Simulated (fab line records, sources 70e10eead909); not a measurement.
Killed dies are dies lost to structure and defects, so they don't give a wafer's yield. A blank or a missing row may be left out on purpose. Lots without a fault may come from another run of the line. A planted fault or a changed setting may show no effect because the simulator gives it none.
Problem report in the 8D (eight disciplines) form, filled by code | flow nand_harc | the parts of the form that need people (team, actions taken, sign-off) are left out

1. THE PROBLEM
run_length_s at NHARC_A_WL_FILL_ETCHBACK_16 reads a mean of 35.1 s on 2 wafers of 2 lots; wafers without a fault read 45.4 s with a standard deviation of 0.41. That is -25 standard deviations from the usual mean.
The step: etches the open film in C4F8/O2/Ar, target depth 120 nm, time 24 s.
First seen on wafer L969.6, day 28 15:16, on rie_diel-13. The record holds 33 wafers of 11 lots with a number at this step. Rule for "out", or "out of limits": more than 4 standard deviations from the usual mean. The other wafers with a number count as sound.

2. WHAT IT IS AND WHAT IT IS NOT
question                    | is                | is not
which readings at this step | run_length_s      | oes_product_au, rf_vpp_V
which lots                  | L969, L971        | L952, L956, L957, L958, L961, L962, L964, L965, L974
which wafers of those lots  | L969.6, L971.5    | L969.2, L969.3, L971.4, L971.6
read on which tools         | rie_diel-13       | rie_diel-04, rie_diel-10
when                        | from day 28 15:16 | up to then (26 sound wafers); but 5 sound wafers of L971, L974 came after

3. SUSPECTS, AND WHAT RULES EACH OUT
Counting: a tool at a process step up to the reading stays a suspect if it ran every lot that is out. Sound lots after the first of them don't rule it out here, since some wafers of a struck lot are sound.
- rie_diel-13 at NHARC_A_WL_FILL_ETCHBACK_16 (etches the open film in C4F8/O2/Ar, target depth 120 nm, time 24 s): kept. It ran every lot that is out, first L969 (day 28 15:16); its last sound lot up to then is L964 (day 25 12:06). Its own readings are out on those wafers: run_length_s.
- Within rie_diel-13 at NHARC_A_WL_FILL_ETCHBACK_16: the wafers that are out ran in chamber 2; their sound lot-mates ran in chambers 0, 3.
Left after counting: rie_diel-13 at NHARC_A_WL_FILL_ETCHBACK_16.

4. THE CAUSE (what the simulator had put in)
Process parameter drift: rie_diel-13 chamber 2, from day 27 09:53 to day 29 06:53, at NHARC_A_WL_FILL_ETCHBACK_16. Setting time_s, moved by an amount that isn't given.
Counting left only this tool.

5. THE CHAIN OF EFFECTS, in route order
Each row: a reading whose mean over the struck wafers that have a number lies more than 3 standard deviations from the usual. Only readings for which the record gives a usual standard deviation are gone through. hours: the time from each lot's start at the first step in this table that gives one to its start at this step, as a median over the lots. sigmas: the change in usual standard deviations.
hours | step                        | reading      | usual  | on struck wafers | change | sigmas
0     | NHARC_A_WL_FILL_ETCHBACK_16 | run_length_s | 45.4 s | 35.1             | -10.3  | -25
The process steps in it:
- NHARC_A_WL_FILL_ETCHBACK_16: etches the open film in C4F8/O2/Ar, target depth 120 nm, time 24 s.
Readings that are blank on the struck wafers while sound wafers have them: rf_fwd_power_W at NHARC_A_WL_FILL_ETCHBACK_16.
Later measuring or inspecting steps at which every struck wafer that the step has a row for has a number for every such reading, and none has moved that far: NHARC_END_SORT_01.

6. WHAT WOULD HAVE CAUGHT IT SOONER
In this record the first reading out of limits was taken at day 28 15:16, 29 hours after the fault began at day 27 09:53.
